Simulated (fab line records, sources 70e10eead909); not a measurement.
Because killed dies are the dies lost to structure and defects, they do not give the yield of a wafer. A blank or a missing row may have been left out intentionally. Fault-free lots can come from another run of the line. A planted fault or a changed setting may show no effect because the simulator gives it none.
fab line records	flow nand-harc
record lots=13	wafers=39	last-day=33
route steps=1302 shown A_SGD_CUT@890 THIN_TSV@1265 END@1302
lots untouched by any fault: they come from a run of this same line in which no faults occurred
start-h: start of the lot's first displayed wafer, in hours after the record's first day	wait-h: hours since the lot's step before	" repeats the value in the row above	L1.1+2: one row covering several wafers at once	- no value, or no start was given	* or withheld: withheld	< > ~ a bound
route shown NAME@n: names a module that has steps shown in the file, with the first one's number in the route	usual: mean/standard deviation of fault-free wafers	same: alike in all rows	chamber/n: place in a boat	sites: per-site readings	_std_site: standard deviation across them	_edge_site: mean of outer sites minus mean of inner sites	radius-mm: for every site, how far away it sits from the centre of the wafer	mask NAME#n: copy n	behind: the last tool/chamber to shape the wafer	hold: cause of the lot's hold/its duration in hours/its outcome	device: names the non-switching transistor (n, p or np)	end of line: tests run on the same wafers once the route is complete	where a step has no rows: the recipe by itself	killed: the dies lost at the first sort to structure and to defects; this is not the yield of the wafer	map: shows each die of a wafer: x if killed, . if not, _ if none is there
set.NAME: the setting as run; set.NAME@STEP: as run at that earlier step	model.NAME: the simulator's own value behind a step, which no gauge read
route steps across a sampled set of lots; one table per step, one row per wafer
services: the hour from which a tool's chamber was out of use, counted from the record's first day as start-h (under 0 if before that day), plus the number of hours and why
## steps
# step NHARC_A_SGD_CUT_DEP_00
# recipe target-thk-a=500	temp-c=400	target-thk-nm=50	flow-sccm=200	rf-w=450	material=SiNx
# usual heater-power-w=686/79	susceptor-temp-C=400.01/0.2
lot.wafer	tool	chamber	start-h	wait-h	heater-power-w	since-wet-clean-h	susceptor-temp-C
L398.2	pecvd-01	0	452.44	0.1	687	128	400.22
L398.6	"	0	"	"	695	-	400.30
L398.4	"	2	"	"	650	-	400.04
L400.3	pecvd-03	0	469.21	0.1	626	90	399.92
L400.1	"	1	"	"	678	90	400.22
L400.6	"	1	"	"	681	-	400.09
L402.1	pecvd-03	1	483.26	0.1	650	104	399.87
L402.2	"	2	"	"	791	104	399.88
L402.3	"	0	"	"	663	104	399.78
L403.2	pecvd-03	1	500.88	0.1	619	122	399.79
L403.5	"	1	"	"	650	-	399.83
L403.4	"	2	"	"	807	-	399.82
L404.2	pecvd-03	0	525.94	0.1	641	147	399.78
L404.6	"	1	"	"	610	-	400.13
L404.5	"	2	"	"	815	-	400.17
L405.1	pecvd-01	2	537.56	0.1	607	32	399.81
L405.2	"	0	"	"	736	32	400.23
L405.5	"	0	"	"	731	-	400.08
L406.3	pecvd-01	0	542.06	0.1	731	37	400.01
L406.4	"	1	"	"	736	-	399.81
L406.5	"	2	"	"	613	-	399.86
L407.1	pecvd-04	0	543.28	0.1	762	80	400.16
L407.2	"	1	"	"	636	80	399.93
L407.3	"	2	"	"	719	80	400.03
L410.1	pecvd-03	2	576.04	0.1	818	16	399.93
L410.5	"	2	"	"	812	-	399.88
L410.4	"	0	"	"	650	-	400.00
L409.3	pecvd-03	1	582.23	0.1	580	22	399.93
L409.2	"	0	"	"	620	22	400.16
L409.5	"	0	"	"	632	-	400.09
L413.2	pecvd-03	2	608.11	0.1	859	48	399.88
L413.4	"	2	"	"	853	-	400.55
L413.5	"	0	"	"	680	-	400.25
L412.4	pecvd-03	1	608.48	0.1	604	-	400.58
L412.5	"	2	"	"	817	-	399.91
L412.6	"	0	"	"	634	-	400.26
L419.2	pecvd-03	2	669.92	0.1	816	110	400.21
L419.6	"	2	"	"	784	-	400.03
L419.4	"	1	"	"	554	-	399.64
# step NHARC_THIN_TSV_STRIP_45
# recipe power-w=1500	temp-c=250	chemistry=O2
# usual drypump-motor-current-A=5.6/0.33	heater-power-w=349/29
lot.wafer	tool	chamber	start-h	wait-h	drypump-motor-current-A	heater-power-w	rf-hours-counter-h
L398.2	plasma-asher-02	0	569.77	0.1	5.4	404	28
L398.4	"	0	"	"	5.3	403	-
L398.6	"	1	"	"	6.1	349	-
L400.1	plasma-asher-01	1	576.45	0.1	5.7	330	11
L400.3	"	1	"	"	5.7	325	-
L400.6	"	1	"	"	5.7	330	-
L402.2	plasma-asher-02	1	596.79	0.1	6.1	362	33
L402.1	"	0	"	"	5.3	398	33
L402.3	"	1	"	"	6.1	361	-
L403.2	plasma-asher-01	1	613.61	0.1	5.7	323	19
L403.4	"	0	"	"	5.4	320	-
L403.5	"	0	"	"	5.4	322	-
L404.2	plasma-asher-02	0	636.14	0.1	5.3	386	5
L404.5	"	0	"	"	5.3	392	-
L404.6	"	1	"	"	6.2	338	-
L405.2	plasma-asher-01	0	649.03	0.1	5.4	321	25
L405.1	"	1	"	"	5.7	316	25
L405.5	"	0	"	"	5.4	329	-
L407.2	plasma-asher-01	0	654.03	0.1	5.4	321	27
L407.1	"	1	"	"	5.7	317	27
L407.3	"	0	"	"	5.4	325	-
L406.4	plasma-asher-01	1	655.44	0.2	5.7	330	-
L406.3	"	0	"	"	5.4	337	-
L406.5	"	0	"	"	5.4	329	-
L410.1	plasma-asher-02	0	683.84	0.1	5.3	389	15
L410.4	"	0	"	"	5.3	394	-
L410.5	"	0	"	"	5.4	390	-
L409.2	plasma-asher-02	1	692.15	0.1	6.1	342	16
L409.3	"	0	"	"	5.4	389	-
L409.5	"	0	"	"	5.3	384	-
L413.2	plasma-asher-02	1	716.91	0.1	6.2	348	22
L413.4	"	1	"	"	6.2	338	-
L412.4	plasma-asher-02	1	718.14	0.2	6.1	345	-
L412.5	"	0	"	"	5.3	389	-
L419.2	plasma-asher-01	0	782.86	0.3	5.4	317	17
L419.4	"	1	"	"	5.7	332	-
L419.6	"	1	"	"	5.7	319	-
# step NHARC_THIN_TSV_ETCHBACK_48
# recipe target-depth-a=10285	over-etch-frac=0.3	time-s=405.17	ion-energy-ev=250	c4f8-flow-sccm=withheld	ar-flow-sccm=withheld	rf-w=600	bias-w=300	chemistry=C4F8/Ar
# usual bias-w=299.9/0.86	oes-product-au=0.94/0.031	rf-vpp-V=547/4
lot.wafer	tool	chamber	start-h	wait-h	bias-w	oes-product-au	rf-hours-counter-h	rf-vpp-V
L398.2	rie-diel-09	2	570.96	-	300.3	0.97	3.9	553
L398.4	"	0	"	"	299.1	0.94	3.1	545
L398.6	"	1	"	"	299.6	0.99	-	548
L400.3	rie-diel-13	1	577.65	-	300.9	0.94	3.8	549
L400.1	"	0	"	"	300.3	0.93	2.8	546
L400.6	"	2	"	"	299.8	0.92	-	542
L402.1	rie-diel-09	3	598.04	-	298.6	0.92	4.4	552
L402.3	"	0	"	"	300.3	0.90	4.2	547
L402.2	"	1	"	"	300.9	0.93	4.3	548
L403.2	rie-diel-13	1	614.82	-	300.0	1.01	6.4	548
L403.4	"	0	"	"	299.7	1.01	5.0	544
L403.5	"	1	"	"	299.3	1.01	-	548
L404.2	rie-diel-13	1	637.45	-	300.4	0.94	8.2	549
L404.6	"	2	"	"	300.2	0.92	-	540
L404.5	"	3	"	"	300.1	0.91	-	550
L405.1	rie-diel-09	1	650.25	-	300.1	0.93	6.2	548
L405.2	"	3	"	"	301.3	0.92	6.6	553
L405.5	"	1	"	"	300.0	0.94	-	546
L407.3	rie-diel-13	0	655.28	-	297.7	0.93	8.1	544
L407.2	"	1	"	"	300.3	0.93	9.9	547
L407.1	"	2	"	"	300.3	0.92	9.9	541
L406.3	rie-diel-10	1	656.55	-	298.8	0.99	3.8	548
L406.4	"	0	"	"	299.6	0.98	3.4	543
L406.5	"	1	"	"	299.4	0.99	-	548
L410.1	rie-diel-09	1	684.98	-	299.0	1.00	0.1	548
L410.4	"	0	"	"	301.5	1.01	0.1	546
L410.5	"	2	"	"	301.2	1.00	-	553
L409.2	rie-diel-13	2	693.35	-	298.7	0.92	12.3	541
L409.3	"	0	"	"	299.3	0.95	10.2	545
L409.5	"	3	"	"	300.6	0.91	-	551
L413.4	rie-diel-10	3	718.10	-	299.3	1.02	5.4	543
L413.2	"	0	"	"	299.4	1.00	4.7	543
L412.4	rie-diel-09	3	719.28	-	298.8	0.93	2.2	552
L412.5	"	2	"	"	299.7	0.92	-	553
L419.4	rie-diel-09	0	784.05	-	300.1	0.92	4.9	544
L419.2	"	1	"	"	298.8	0.91	5.4	546
L419.6	"	1	"	"	299.0	0.91	-	547
# step NHARC_THIN_TSV_PRE_CLEAN_54
# recipe time-s=30	temp-c=280	gas=H2/He
# usual heater-power-w=425/27	susceptor-temp-C=280.00/0.19
lot.wafer	tool	chamber	start-h	wait-h	heater-power-w	susceptor-temp-C
L398.4	pvd-sputter-02	-	573.52	0.1	395	-
L398.2	"	-	"	"	409	-
L398.6	"	-	"	"	397	-
L400.3	pvd-sputter-03	-	580.28	0.1	403	280.11
L400.1	"	-	"	"	430	280.15
L400.6	"	-	"	"	411	279.92
L402.1	pvd-sputter-03	-	600.90	0.1	416	-
L402.3	"	-	"	"	435	-
L402.2	"	-	"	"	388	-
L403.2	pvd-sputter-01	-	617.40	0.0	421	280.25
L403.4	"	-	"	"	470	279.84
L403.5	"	-	"	"	423	280.15
L404.2	pvd-sputter-03	-	640.00	0.1	403	-
L404.6	"	-	"	"	412	-
L404.5	"	-	"	"	438	-
L405.2	pvd-sputter-01	-	652.88	0.1	419	280.12
L405.1	"	-	"	"	418	280.08
L405.5	"	-	"	"	414	279.82
L407.2	pvd-sputter-02	-	657.83	0.1	455	-
L407.1	"	-	"	"	408	-
L407.3	"	-	"	"	395	-
L406.4	pvd-sputter-03	-	659.15	0.1	404	279.46
L406.3	"	-	"	"	416	280.06
L406.5	"	-	"	"	447	279.79
L410.1	pvd-sputter-02	-	687.59	0.1	385	-
L410.4	"	-	"	"	452	-
L410.5	"	-	"	"	457	-
L409.2	pvd-sputter-01	-	695.97	0.1	480	280.16
L409.3	"	-	"	"	393	280.08
L409.5	"	-	"	"	423	280.21
L413.2	pvd-sputter-02	-	720.68	0.1	452	280.23
L413.4	"	-	"	"	391	279.83
L412.4	pvd-sputter-01	-	721.83	0.0	482	280.13
L412.5	"	-	"	"	397	280.18
L419.2	pvd-sputter-03	-	786.82	0.1	418	280.37
L419.4	"	-	"	"	441	280.06
L419.6	"	-	"	"	409	280.35
# step NHARC_END_SORT_01
# recipe temp-c=25
# usual killed-at-array=63/17	killed-at-other=0.8/1.1	killed-at-periphery=3.5/3	killed-dies=67/17	killed-open=3.1/1.6	killed-short=2.6/1.4
# same gross-dies=677
lot.wafer	tool	chamber	start-h	wait-h	killed-at-array	killed-at-other	killed-at-periphery	killed-dies	killed-open	killed-short
L413.2	prober-01	0	732.87	2.8	46	0	7	53	2	4
L413.4	prober-01	0	734.46	3.4	52	1	2	55	3	3
L413.5	prober-01	0	735.25	3.7	643	2	1	646	3	6
L412.4	prober-02	0	734.46	3.4	57	0	6	63	3	2
L412.5	prober-02	0	735.26	3.7	69	0	1	70	5	3
L412.6	prober-02	0	736.06	4.0	649	0	4	653	1	4
# killed by level:class
L413.2 A_CHANNEL_HOLE_D1:chamber-film-flake=27 A_CONTACT:chamber-film-flake=7 A_STAIRCASE:chamber-film-flake=6 A_DECK1_JOINT:chamber-film-flake=3 P_M0:geometric-particle:short=2 P_GATE:geometric-particle:short=1 P_CONTACT:geometric-particle:open=1 A_ONON_D1:geometric-particle:short=1
L413.4 A_CHANNEL_HOLE_D1:chamber-film-flake=34 A_CONTACT:chamber-film-flake=6 A_STAIRCASE:chamber-film-flake=5 A_SLIT:chamber-film-flake=2 P_GATE:geometric-particle:short=1 P_M1:geometric-particle:open=1 A_ONON_D1:geometric-particle:open=1 A_ONON_D1:geometric-particle:short=1
L412.4 A_SLIT:chamber-film-flake=24 A_CHANNEL_HOLE_D2:chamber-film-flake=16 A_CHANNEL_HOLE_D1:chamber-film-flake=7 A_CONTACT:chamber-film-flake=7 A_STAIRCASE:chamber-film-flake=3 P_GATE:geometric-particle:open=1 P_GATE:geometric-particle:short=1 P_CONTACT:geometric-particle:open=1
L413.5 A_SGD_CUT:area-dep=578 A_CHANNEL_HOLE_D1:chamber-film-flake=35 A_STAIRCASE:chamber-film-flake=9 A_CONTACT:chamber-film-flake=7 A_SLIT:chamber-film-flake=3 A_ONON_D1:geometric-particle:short=2 A_DECK1_JOINT:chamber-film-flake=2 THIN_TSV:chamber-film-flake=2
L412.5 A_SLIT:chamber-film-flake=35 A_CHANNEL_HOLE_D2:chamber-film-flake=21 A_CHANNEL_HOLE_D1:chamber-film-flake=6 A_M0:geometric-particle:open=2 P_M0:geometric-particle:open=1 A_CHANNEL_FILL_D1:geometric-particle:short=1 A_DECK1_JOINT:geometric-particle:short=1 A_ONON_D2:geometric-particle:short=1
L412.6 A_SGD_CUT:area-dep=573 A_SLIT:chamber-film-flake=37 A_CHANNEL_HOLE_D2:chamber-film-flake=22 A_CHANNEL_HOLE_D1:chamber-film-flake=7 A_CONTACT:chamber-film-flake=4 P_STI:chamber-film-flake=2 A_CHANNEL_FILL_D1:geometric-particle:short=1 A_ONON_D2:geometric-particle:short=1
## services
tool	chamber	start-h	hours	kind
rie-diel-13	-	440.38	0.2	repair
pvd-sputter-03	-	441.91	3.2	repair
rie-diel-13	2	443.77	1.6	repair
plasma-asher-02	-	450.10	0.8	repair
rie-diel-13	3	452.45	5.7	repair
rie-diel-09	2	484.29	3.2	repair
rie-diel-09	2	489.80	1.5	repair
rie-diel-09	-	497.10	9.0	pm
rie-diel-13	1	511.75	4.6	repair
plasma-asher-01	-	519.00	9.0	pm
rie-diel-13	-	519.29	9.0	pm
pvd-sputter-03	-	526.02	10.0	pm
pecvd-03	2	542.28	12.3	repair
pecvd-03	-	547.17	13.0	pm
plasma-asher-02	-	603.00	9.0	pm
rie-diel-09	0	641.39	4.7	repair
pecvd-03	-	659.68	0.3	repair
pecvd-03	-	670.45	1.5	repair
rie-diel-09	-	674.10	9.0	pm
plasma-asher-01	-	696.00	9.0	pm
rie-diel-09	3	724.98	6.8	repair
pecvd-03	-	728.56	13.0	pm
plasma-asher-01	-	743.18	1.1	repair
plasma-asher-02	-	780.00	9.0	pm
## key
first-sign step=NHARC_END_SORT_01	reading=killed-at-array	direction=up	sigmas=33	usual=63	struck=646
effect step=NHARC_END_SORT_01	reading=killed-dies	direction=up	sigmas=33	usual=67	struck=650
more-kills-born-at NHARC_A_SGD_CUT_DEP_00@pecvd-03=1151
met-at NHARC_A_SGD_CUT_DEP_00
struck-lots L412,L413
struck-wafers L412.6,L413.5
later-rows-left-out L412.6,L413.5
tester-left-out L412,L413
not-acting-at NHARC_THIN_TSV_STRIP_45,NHARC_THIN_TSV_ETCHBACK_48,NHARC_THIN_TSV_PRE_CLEAN_54
onset-between 582.23 608.11
fault kind=process-parameter-drift	tool=pecvd-03	chamber=0	onset-h=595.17	steps=NHARC_A_SGD_CUT_DEP_00	channel=target-thk-a	offset=*	shape=step	end-h=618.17	acts-in=*	stated=*
# tester-left-out: of these lots the tester's yield and bins aren't shown, on N5 and GAA mostly nor the transistor test; their killed dies are dies lost to structure and defects alone, not to doping, threshold or leakage, so they don't give the yield
# later-rows-left-out: the simulator's readings of these wafers behind a module that went badly wrong aren't trusted and aren't shown, but for the sort
